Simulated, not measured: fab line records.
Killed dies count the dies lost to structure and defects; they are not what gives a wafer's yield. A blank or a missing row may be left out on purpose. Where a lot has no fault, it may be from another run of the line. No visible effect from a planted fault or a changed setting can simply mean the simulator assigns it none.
fab line records    flow n5_finfet    part 1 of 2: steps 1 to 15 of 26
record: lots: 5  wafers: 15  last_day: 18
route steps=1938 shown MOL_CONTACT_COAG@606 BEOL_M0_SAQP@632
lots that met no fault: taken from a fault-free run of the same line
start_h: hours from the record's first day to the start of the lot's first wafer shown    wait_h: hours from the lot's prior step to this one    " repeats the value in the row above    L1.1+2: one row covering several wafers at once    - either no value or no given start    * or withheld: withheld    < > ~ a bound
route shown NAME@n: a module of which the file shows steps, and the number in the route of the first    usual: mean and standard deviation over wafers with no fault    same: alike in all rows    chamber/n: place in a boat    sites: readings site by site    _std_site: standard deviation of those values    _edge_site: inner sites' mean taken away from outer sites' mean    radius_mm: for every site, how far away it sits from the centre of the wafer    mask NAME#n: copy n    behind: the last tool/chamber to shape the wafer    hold: what put the lot on hold/how long, in hours/how the hold closed    device: the transistor (n, p or np) that didn't switch    end of line: tests run on the same wafers once the route is complete    for a step that has no rows: nothing shown but its recipe    killed: dies that structure and defects cost at the first sort, which is not the same as the wafer's yield    map: a wafer's dies, x killed, . not, _ none there
set.NAME: setting as actually run; set.NAME@STEP: the setting as run at that earlier step    model.NAME: the simulator's own value behind a step, which no gauge read
lots at some steps of the route; a table a step, a row a wafer
services: from which hour (start_h, from the record's first day; less than 0 if before it) a tool's chamber was out of use, for how many hours, and why
== steps ==
step: N5_MOL_CONTACT_COAG_ETCH_65
recipe: chemistry: N2/H2  target: underlayer  target_depth_a: 130  mask_material: CAR-EUV  time_s: 10.4  ion_energy_ev: 200  pressure_mtorr: 30  source_w: 840  bias_w: 150  n2_flow_sccm: 200  h2_flow_sccm: 200  ends: cleared
usual: drypump_motor_current_A: 5.7/0.45  etch_rf_on_time_s: 10.40/0.17  oes_product_au: 0.69/0.054  rf_vpp_V: 523.2/2.4  showerhead_plenum_p_Torr: 2.52/0.079  throttle_valve_pct: 17.82/0.22
lot.wafer  tool         chamber  start_h  wait_h  drypump_motor_current_A  etch_rf_on_time_s  oes_product_au  rf_hours_counter_h  rf_vpp_V  showerhead_plenum_p_Torr  throttle_valve_pct
L080.4     rie_diel-02  0        141.32   0.0     5.2                      10.79              0.61            181                 525.4     2.53                      17.97
L080.5     "            2        "        "       5.7                      10.25              0.77            -                   522.4     2.50                      18.19
L080.6     "            1        "        "       6.1                      10.52              0.65            -                   520.0     2.43                      17.76
L081.2     rie_diel-01  3        145.53   0.0     6.2                      10.44              0.67            102                 522.7     2.46                      17.72
L081.4     "            0        "        "       6.3                      10.12              0.73            53                  521.5     2.46                      17.68
L081.5     "            2        "        "       5.6                      10.35              0.67            -                   523.7     2.57                      17.96
L089.1     rie_diel-04  3        190.99   0.0     5.5                      10.39              0.71            56                  526.4     2.56                      17.63
L089.2     "            1        "        "       5.4                      10.40              0.65            142                 521.3     2.46                      18.12
L089.5     "            0        "        "       6.1                      10.28              0.74            -                   522.3     2.47                      17.68
L091.1     rie_diel-02  3        203.52   0.0     5.9                      10.30              0.65            144                 527.0     2.66                      17.55
L091.3     "            0        "        "       5.2                      10.78              0.59            204                 523.5     2.52                      18.02
L091.6     "            2        "        "       5.7                      10.26              0.74            -                   523.6     2.49                      18.23
L097.1     rie_diel-01  3        239.76   0.0     6.2                      10.63              0.64            137                 522.0     2.44                      17.77
L097.4     "            1        "        "       5.0                      10.24              0.76            -                   527.9     2.70                      17.69
L097.6     "            0        "        "       6.2                      10.26              0.70            -                   521.2     2.45                      17.74
step: N5_MOL_CONTACT_COAG_ETCH_66
recipe: chemistry: CF4  target: SiARC  target_depth_a: 130  mask_material: CAR-EUV  time_s: 21.7  ion_energy_ev: 80  pressure_mtorr: 40  source_w: 545  bias_w: 36  Ar_flow_sccm: 100  cf4_flow_sccm: 100  ends: cleared
usual: drypump_motor_current_A: 5.7/0.44  etch_rf_on_time_s: 21.7/0.38  oes_product_au: 0.69/0.055  rf_vpp_V: 183.8/1.2  showerhead_plenum_p_Torr: 2.13/0.061  throttle_valve_pct: 15.57/0.14
lot.wafer  tool         chamber  start_h  wait_h  drypump_motor_current_A  etch_rf_on_time_s  oes_product_au  rf_hours_counter_h  rf_vpp_V  showerhead_plenum_p_Torr  throttle_valve_pct
L080.4     rie_diel-02  0        141.34   0.0     5.3                      22.3               0.60            181                 184.0     2.14                      15.75
L080.5     "            2        "        "       5.7                      21.1               0.77            -                   184.0     2.10                      15.64
L080.6     "            1        "        "       6.2                      21.5               0.66            -                   181.7     2.07                      15.71
L081.2     rie_diel-01  3        145.55   0.0     6.2                      21.8               0.67            102                 182.6     2.07                      15.49
L081.4     "            0        "        "       6.3                      20.9               0.74            53                  183.9     2.10                      15.62
L081.5     "            2        "        "       5.6                      21.8               0.66            -                   183.2     2.15                      15.56
L089.1     rie_diel-04  3        191.01   0.0     5.5                      21.9               0.71            56                  183.8     2.18                      15.57
L089.2     "            1        "        "       5.4                      21.7               0.65            142                 183.8     2.06                      15.62
L089.5     "            0        "        "       6.2                      21.4               0.74            -                   184.4     2.11                      15.57
L091.1     rie_diel-02  3        203.54   0.0     5.9                      21.8               0.64            144                 186.0     2.23                      15.33
L091.3     "            0        "        "       5.2                      22.2               0.59            204                 183.5     2.13                      15.78
L091.6     "            2        "        "       5.7                      21.1               0.74            -                   183.5     2.09                      15.70
L097.1     rie_diel-01  3        239.78   0.0     6.1                      22.2               0.64            137                 182.3     2.06                      15.57
L097.4     "            1        "        "       5.1                      21.3               0.77            -                   186.8     2.26                      15.41
L097.6     "            0        "        "       6.2                      21.0               0.70            -                   182.5     2.09                      15.70
step: N5_MOL_CONTACT_COAG_ALD_133
recipe: material: SiO2  target_thk_a: 50  temp_c: 100  ald_precursor_family: BDEAS  ald_co_reactant: O2-plasma  pulse_time_s: 1  co_reactant_pulse_time_s: 1  purge_time_s: 2  co_reactant_purge_time_s: 2  ald_cycles: 35  pressure_torr: 2
usual: heater_power_w: 79/7.4  precursor_pulse_height_rel: 0.998/0.018
lot.wafer  tool        chamber  start_h  wait_h  heater_power_w  precursor_pulse_height_rel
L080.4     ald_sin-02  3        142.24   0.9     71              1.016
L080.5     "           2        "        "       66              1.000
L080.6     "           1        "        "       86              1.018
L081.2     ald_sin-02  3        145.74   0.2     70              0.960
L081.4     "           2        "        "       66              0.984
L081.5     "           3        "        "       71              0.977
L089.1     ald_sin-03  3        191.09   0.1     90              1.011
L089.2     "           1        "        "       83              1.000
L089.5     "           3        "        "       92              1.014
L091.1     ald_sin-03  1        203.64   0.1     85              0.981
L091.3     "           3        "        "       92              0.995
L091.6     "           2        "        "       76              0.991
L097.1     ald_sin-03  2        239.98   0.2     78              0.999
L097.4     "           1        "        "       86              1.002
L097.6     "           0        "        "       75              0.984
step: N5_MOL_CONTACT_COAG_ETCHBACK_134
recipe: chemistry: CHF3  target: SiO2  target_depth_a: 100  time_s: 6.7  ion_energy_ev: 200  pressure_mtorr: 30  source_w: 610  bias_w: 170  Ar_flow_sccm: 200  CHF3_flow_sccm: 50
usual: drypump_motor_current_A: 5.8/0.41  oes_product_au: 0.79/0.068  rf_vpp_V: 523/12  showerhead_plenum_p_Torr: 2.36/0.076  throttle_valve_pct: 18.73/0.14
same: time_s: 6.7
lot.wafer  tool         chamber  start_h  wait_h  drypump_motor_current_A  oes_product_au  rf_hours_counter_h  rf_vpp_V  showerhead_plenum_p_Torr  throttle_valve_pct
L080.4     rie_diel-01  2        142.46   0.1     5.6                      0.78            113                 534       2.40                      18.70
L080.5     "            0        "        "       6.2                      0.86            -                   508       2.32                      18.69
L080.6     "            1        "        "       5.0                      0.69            -                   520       2.25                      18.97
L081.2     rie_diel-01  0        145.93   0.1     6.2                      0.85            53                  508       2.32                      18.69
L081.4     "            3        "        "       6.2                      0.78            102                 536       2.31                      18.66
L081.5     "            2        "        "       5.6                      0.78            -                   534       2.40                      18.67
L089.1     rie_diel-01  3        191.27   0.1     6.2                      0.77            119                 537       2.31                      18.69
L089.2     "            2        "        "       5.6                      0.76            132                 532       2.39                      18.69
L089.5     "            2        "        "       5.6                      0.76            -                   535       2.39                      18.72
L091.1     rie_diel-02  3        203.82   0.1     5.9                      0.75            144                 536       2.49                      18.48
L091.3     "            2        "        "       5.7                      0.86            57                  503       2.33                      18.89
L091.6     "            0        "        "       5.2                      0.69            -                   524       2.37                      18.90
L097.1     rie_diel-04  1        240.26   0.2     5.4                      0.75            162                 515       2.27                      18.71
L097.4     "            2        "        "       4.7                      0.84            67                  531       2.41                      18.48
L097.6     "            0        "        "       6.1                      0.85            -                   524       2.33                      18.74
step: N5_MOL_CONTACT_COAG_ETCH_67
recipe: chemistry: N2/H2  target: SOC  target_depth_a: 600  overetch_a: 210  mask_material: SiARC  temp_c: 40  time_s: 101.2  ion_energy_ev: 200  pressure_mtorr: 30  source_w: 840  bias_w: 150  n2_flow_sccm: 200  h2_flow_sccm: 200
usual: drypump_motor_current_A: 5.8/0.41  oes_product_au: 0.66/0.054  rf_vpp_V: 523.3/2.5  showerhead_plenum_p_Torr: 2.52/0.086  throttle_valve_pct: 17.81/0.21
same: time_s: 101.2
lot.wafer  tool         chamber  start_h  wait_h  drypump_motor_current_A  oes_product_au  rf_hours_counter_h  rf_vpp_V  showerhead_plenum_p_Torr  throttle_valve_pct
L080.4     rie_diel-01  2        142.49   0.0     5.6                      0.64            113                 523.3     2.57                      17.92
L080.5     "            0        "        "       6.2                      0.71            -                   522.2     2.47                      17.63
L080.6     "            1        "        "       5.0                      0.57            -                   519.5     2.39                      18.00
L081.2     rie_diel-01  0        145.97   0.0     6.3                      0.71            53                  521.7     2.46                      17.63
L081.4     "            3        "        "       6.1                      0.66            102                 522.9     2.46                      17.69
L081.5     "            2        "        "       5.6                      0.65            -                   522.8     2.57                      17.90
L089.1     rie_diel-01  3        191.31   0.0     6.1                      0.65            119                 520.9     2.45                      17.73
L089.2     "            2        "        "       5.7                      0.64            132                 522.3     2.56                      17.94
L089.5     "            2        "        "       5.6                      0.64            -                   522.9     2.56                      17.95
L091.1     rie_diel-02  3        203.85   0.0     5.9                      0.63            144                 526.7     2.66                      17.53
L091.3     "            2        "        "       5.7                      0.71            57                  523.8     2.49                      18.19
L091.6     "            0        "        "       5.2                      0.59            -                   524.2     2.52                      17.99
L097.1     rie_diel-04  1        240.29   0.0     5.4                      0.62            162                 520.0     2.45                      18.13
L097.4     "            2        "        "       4.7                      0.72            67                  524.8     2.58                      17.57
L097.6     "            0        "        "       6.2                      0.69            -                   524.0     2.46                      17.66
step: N5_MOL_CONTACT_COAG_STRIP_68
recipe: chemistry: N2/H2  temp_c: 40  n2_flow_sccm: 200  h2_flow_sccm: 200  rf_frequency_hz: 6e+07
lot.wafer   tool         chamber  start_h  wait_h
L080.4+5+6  rie_diel-01  2,0,1    142.56   0.0
L081.2+4+5  rie_diel-01  0,3,2    146.04   0.0
L089.1+2+5  rie_diel-01  3,2,2    191.38   0.0
L091.1+3+6  rie_diel-02  3,2,0    203.92   0.0
L097.1+4+6  rie_diel-04  1,2,0    240.36   0.0
step: N5_MOL_CONTACT_COAG_STRIP_69
recipe: chemistry: N2/H2  temp_c: 40  n2_flow_sccm: 200  h2_flow_sccm: 200  rf_frequency_hz: 6e+07
lot.wafer   tool         chamber  start_h  wait_h
L080.4+5+6  rie_diel-01  2,0,1    142.57   0.0
L081.2+4+5  rie_diel-01  0,3,2    146.05   0.0
L089.1+2+5  rie_diel-01  3,2,2    191.39   0.0
L091.1+3+6  rie_diel-02  3,2,0    203.93   0.0
L097.1+4+6  rie_diel-04  1,2,0    240.37   0.0
step: N5_MOL_CONTACT_COAG_ETCHBACK_136
recipe: chemistry: CHF3  target: SiO2  target_depth_a: 250  time_s: 16.7  ion_energy_ev: 200  pressure_mtorr: 30  source_w: 610  bias_w: 170  Ar_flow_sccm: 200  CHF3_flow_sccm: 50
usual: drypump_motor_current_A: 5.8/0.4  oes_product_au: 0.79/0.069  rf_vpp_V: 523/12  showerhead_plenum_p_Torr: 2.36/0.076  throttle_valve_pct: 18.73/0.14
same: time_s: 16.7
lot.wafer  tool         chamber  start_h  wait_h  drypump_motor_current_A  oes_product_au  rf_hours_counter_h  rf_vpp_V  showerhead_plenum_p_Torr  throttle_valve_pct
L080.4     rie_diel-01  2        142.58   0.0     5.6                      0.77            113                 535       2.40                      18.67
L080.5     "            0        "        "       6.2                      0.86            -                   509       2.32                      18.70
L080.6     "            1        "        "       5.0                      0.68            -                   520       2.25                      18.95
L081.2     rie_diel-01  0        146.06   0.0     6.2                      0.86            53                  509       2.32                      18.71
L081.4     "            3        "        "       6.2                      0.79            102                 537       2.31                      18.66
L081.5     "            2        "        "       5.7                      0.78            -                   535       2.40                      18.70
L089.1     rie_diel-01  3        191.40   0.0     6.2                      0.77            119                 536       2.31                      18.70
L089.2     "            2        "        "       5.6                      0.77            132                 535       2.39                      18.73
L089.5     "            2        "        "       5.6                      0.76            -                   534       2.39                      18.70
L091.1     rie_diel-02  3        203.94   0.0     5.9                      0.75            144                 536       2.49                      18.48
L091.3     "            2        "        "       5.7                      0.86            57                  500       2.33                      18.89
L091.6     "            0        "        "       5.2                      0.69            -                   524       2.37                      18.89
L097.1     rie_diel-04  1        240.38   0.0     5.4                      0.74            162                 515       2.27                      18.70
L097.4     "            2        "        "       4.7                      0.85            67                  531       2.41                      18.49
L097.6     "            0        "        "       6.1                      0.83            -                   526       2.33                      18.74
step: N5_MOL_CONTACT_COAG_STRIP_120
recipe: chemistry: CHF3  resist: SiARC  rf_frequency_hz: 6e+07
lot.wafer   tool         chamber  start_h  wait_h
L080.4+5+6  rie_diel-01  2,0,1    142.60   0.0
L081.2+4+5  rie_diel-01  0,3,2    146.08   0.0
L089.1+2+5  rie_diel-01  3,2,2    191.42   0.0
L091.1+3+6  rie_diel-02  3,2,0    203.96   0.0
L097.1+4+6  rie_diel-04  1,2,0    240.41   0.0
step: N5_MOL_CONTACT_COAG_VIA_ETCH_117
recipe: chemistry: C4F6/O2  target_depth_a: 400  overetch_a: 80  mask_material: SOC  target: SiO2  bias_w: 455  pressure_mtorr: 10  time_s: 26  source_w: 325  Ar_flow_sccm: 300  C4F6_flow_sccm: 10  O2_flow_sccm: 10  ion_energy_ev: 575.3  ends: end_point
usual: drypump_motor_current_A: 5.8/0.41  oes_product_au: 0.70/0.055  rf_vpp_V: 1584/34  showerhead_plenum_p_Torr: 2.82/0.089  throttle_valve_pct: 41.08/0.24
lot.wafer  tool         chamber  start_h  wait_h  drypump_motor_current_A  oes_product_au  rf_hours_counter_h  rf_vpp_V  showerhead_plenum_p_Torr  throttle_valve_pct
L080.4     rie_diel-01  2        142.61   0.0     5.6                      0.70            113                 1614      2.86                      40.94
L080.5     "            0        "        "       6.3                      0.76            -                   1541      2.77                      40.75
L080.6     "            1        "        "       5.0                      0.62            -                   1572      2.68                      41.07
L081.2     rie_diel-01  0        146.09   0.0     6.2                      0.76            53                  1541      2.77                      40.75
L081.4     "            3        "        "       6.2                      0.70            102                 1622      2.76                      41.12
L081.5     "            2        "        "       5.6                      0.69            -                   1614      2.86                      40.93
L089.1     rie_diel-01  3        191.43   0.0     6.2                      0.69            119                 1621      2.75                      41.13
L089.2     "            2        "        "       5.6                      0.67            132                 1614      2.85                      40.92
L089.5     "            2        "        "       5.7                      0.68            -                   1614      2.85                      40.94
L091.1     rie_diel-02  3        203.97   0.0     5.9                      0.67            144                 1622      2.97                      40.91
L091.3     "            2        "        "       5.7                      0.77            57                  1524      2.78                      41.56
L091.6     "            0        "        "       5.2                      0.64            -                   1589      2.83                      41.11
L097.1     rie_diel-04  1        240.42   0.0     5.4                      0.68            162                 1564      2.72                      41.70
L097.4     "            2        "        "       4.7                      0.77            67                  1606      2.87                      40.77
L097.6     "            0        "        "       6.1                      0.74            -                   1590      2.79                      41.26
step: N5_MOL_CONTACT_COAG_ETCH_124
recipe: chemistry: CH3F/O2  target: SiNx  target_depth_a: 65  mask_material: SOC  stop_on: SiOC  over_etch_frac: 0.3  ion_energy_ev: 120  pressure_mtorr: 30  source_w: 395  bias_w: 73  Ar_flow_sccm: 150  CH3F_flow_sccm: 30  O2_flow_sccm: 20  ends: end_point
usual: drypump_motor_current_A: 5.8/0.41  oes_product_au: 0.67/0.054  rf_vpp_V: 297/6.6  showerhead_plenum_p_Torr: 1.98/0.065  throttle_valve_pct: 16.31/0.15
lot.wafer  tool         chamber  start_h  wait_h  drypump_motor_current_A  oes_product_au  rf_hours_counter_h  rf_vpp_V  showerhead_plenum_p_Torr  throttle_valve_pct
L080.4     rie_diel-01  2        142.64   0.0     5.6                      0.66            113                 302       2.01                      16.26
L080.5     "            0        "        "       6.2                      0.73            -                   288       1.95                      16.28
L080.6     "            1        "        "       5.0                      0.58            -                   296       1.89                      16.58
L081.2     rie_diel-01  0        146.12   0.0     6.2                      0.73            53                  288       1.95                      16.28
L081.4     "            3        "        "       6.1                      0.67            102                 303       1.94                      16.26
L081.5     "            2        "        "       5.6                      0.67            -                   304       2.01                      16.28
L089.1     rie_diel-01  3        191.46   0.0     6.2                      0.66            119                 303       1.93                      16.27
L089.2     "            2        "        "       5.6                      0.65            132                 302       2.01                      16.30
L089.5     "            2        "        "       5.7                      0.65            -                   303       2.01                      16.30
L091.1     rie_diel-02  3        204.00   0.0     5.9                      0.65            144                 303       2.09                      16.07
L091.3     "            2        "        "       5.7                      0.74            57                  285       1.95                      16.42
L091.6     "            0        "        "       5.2                      0.60            -                   299       1.99                      16.47
L097.1     rie_diel-04  1        240.45   0.0     5.4                      0.64            162                 295       1.91                      16.34
L097.4     "            2        "        "       4.7                      0.72            67                  302       2.02                      16.07
L097.6     "            0        "        "       6.1                      0.71            -                   298       1.96                      16.30
step: N5_MOL_CONTACT_COAG_ETCH_48
recipe: chemistry: C4F6/O2  target_depth_a: 150  overetch_a: 45  mask_material: SOC  target: SiOC  bias_w: 465  pressure_mtorr: 10  time_s: 17  source_w: 335  Ar_flow_sccm: 300  C4F6_flow_sccm: 10  O2_flow_sccm: 10  ion_energy_ev: 576
usual: drypump_motor_current_A: 5.8/0.41  oes_product_au: 0.66/0.065  rf_vpp_V: 1586/34  showerhead_plenum_p_Torr: 2.82/0.089  throttle_valve_pct: 40.62/0.23
same: time_s: 17
lot.wafer  tool         chamber  start_h  wait_h  drypump_motor_current_A  oes_product_au  rf_hours_counter_h  rf_vpp_V  showerhead_plenum_p_Torr  throttle_valve_pct
L080.4     rie_diel-01  2        142.68   0.0     5.6                      0.66            113                 1617      2.86                      40.48
L080.5     "            0        "        "       6.2                      0.74            -                   1543      2.77                      40.34
L080.6     "            1        "        "       5.0                      0.59            -                   1575      2.68                      40.62
L081.2     rie_diel-01  0        146.16   0.0     6.3                      0.74            53                  1543      2.77                      40.34
L081.4     "            3        "        "       6.2                      0.62            102                 1624      2.76                      40.64
L081.5     "            2        "        "       5.6                      0.63            -                   1616      2.86                      40.46
L089.1     rie_diel-01  3        191.50   0.0     6.2                      0.65            119                 1624      2.75                      40.68
L089.2     "            2        "        "       5.6                      0.63            132                 1615      2.85                      40.48
L089.5     "            2        "        "       5.6                      0.64            -                   1616      2.85                      40.50
L091.1     rie_diel-02  3        204.04   0.0     5.9                      0.66            144                 1625      2.97                      40.47
L091.3     "            2        "        "       5.7                      0.71            57                  1527      2.78                      41.08
L091.6     "            0        "        "       5.2                      0.59            -                   1591      2.83                      40.64
L097.1     rie_diel-04  1        240.49   0.0     5.4                      0.62            162                 1566      2.72                      41.14
L097.4     "            2        "        "       4.7                      0.66            67                  1607      2.87                      40.31
L097.6     "            0        "        "       6.1                      0.69            -                   1594      2.79                      40.82
step: N5_MOL_CONTACT_COAG_STRIP_72
recipe: chemistry: N2/H2  power_w: 450  temp_c: 40  pressure_mtorr: 20  rf_frequency_hz: 6e+07  overash_fraction: 3  bias_power_w: 7  h2_frac: 0.5  n2_flow_sccm: 200  h2_flow_sccm: 200
usual: drypump_motor_current_A: 5.8/0.41  oes_product_au: 0.79/0.068  rf_vpp_V: 58.9/2.1  showerhead_plenum_p_Torr: 2.51/0.086  throttle_valve_pct: 23.6/0.33
lot.wafer  tool         chamber  start_h  wait_h  drypump_motor_current_A  oes_product_au  rf_hours_counter_h  rf_vpp_V  showerhead_plenum_p_Torr  throttle_valve_pct
L080.4     rie_diel-01  2        142.74   0.0     5.6                      0.79            113                 59.6      2.57                      23.9
L080.5     "            0        "        "       6.2                      0.86            -                   52.5      2.46                      23.3
L080.6     "            1        "        "       5.1                      0.69            -                   61.4      2.39                      23.7
L081.2     rie_diel-01  0        146.21   0.0     6.3                      0.85            53                  58.7      2.46                      23.3
L081.4     "            3        "        "       6.2                      0.80            102                 58.1      2.45                      23.5
L081.5     "            2        "        "       5.6                      0.78            -                   56.8      2.57                      23.9
L089.1     rie_diel-01  3        191.55   0.0     6.2                      0.79            119                 58.0      2.45                      23.5
L089.2     "            2        "        "       5.6                      0.77            132                 58.2      2.56                      23.9
L089.5     "            2        "        "       5.6                      0.77            -                   59.1      2.56                      23.9
L091.1     rie_diel-02  3        204.10   0.0     5.9                      0.75            144                 56.4      2.66                      23.3
L091.3     "            2        "        "       5.7                      0.88            57                  61.0      2.49                      24.3
L091.6     "            0        "        "       5.3                      0.69            -                   60.4      2.52                      23.8
L097.1     rie_diel-04  1        240.54   0.0     5.3                      0.74            162                 60.9      2.45                      24.2
L097.4     "            2        "        "       4.7                      0.85            67                  59.5      2.57                      23.3
L097.6     "            0        "        "       6.1                      0.83            -                   56.1      2.46                      23.4
step: N5_MOL_CONTACT_COAG_STRIP_49
recipe: chemistry: N2/H2  time_s: 30  power_w: 1000  temp_c: 250  pressure_mtorr: withheld  n2_flow_sccm: 1750  h2_flow_sccm: 3250
usual: drypump_motor_current_A: 5.4/0.56  heater_power_w: 350/30
same: time_s: 30
lot.wafer  tool             chamber  start_h  wait_h  drypump_motor_current_A  heater_power_w  rf_hours_counter_h
L080.4     plasma_asher-01  0        142.84   -       6.0                      312             -
L080.5     "                0        "        "       6.0                      321             -
L080.6     "                1        "        "       4.7                      332             -
L081.2     plasma_asher-02  1        146.30   -       5.9                      353             104
L081.4     "                0        "        "       5.1                      391             -
L081.5     "                0        "        "       5.1                      400             -
L089.1     plasma_asher-01  1        191.63   -       4.7                      334             57
L089.2     "                0        "        "       6.0                      316             57
L089.5     "                1        "        "       4.7                      321             -
L091.1     plasma_asher-01  0        204.18   -       6.0                      313             59
L091.3     "                1        "        "       4.7                      329             -
L091.6     "                0        "        "       6.0                      325             -
L097.1     plasma_asher-01  0        240.62   -       6.0                      315             67
L097.4     "                0        "        "       6.0                      325             -
L097.6     "                0        "        "       6.0                      311             -
step: N5_MOL_CONTACT_COAG_PRECLEAN_138
recipe: chemistry: alkaline_clean  temp_c: 60  time_s: 60  do_ppb: 50
same: time_s: 60
lot.wafer   tool          chamber  start_h  wait_h
L080.4+5+6  wet_bench-04  6,1,2    142.99   0.1
L081.2+4+5  wet_bench-03  3,5,6    146.39   0.1
L089.1+2+5  wet_bench-01  5,4,0    191.72   0.1
L091.1+3+6  wet_bench-04  1,6,2    204.27   0.1
L097.1+4+6  wet_bench-03  1,5,4    240.71   0.1
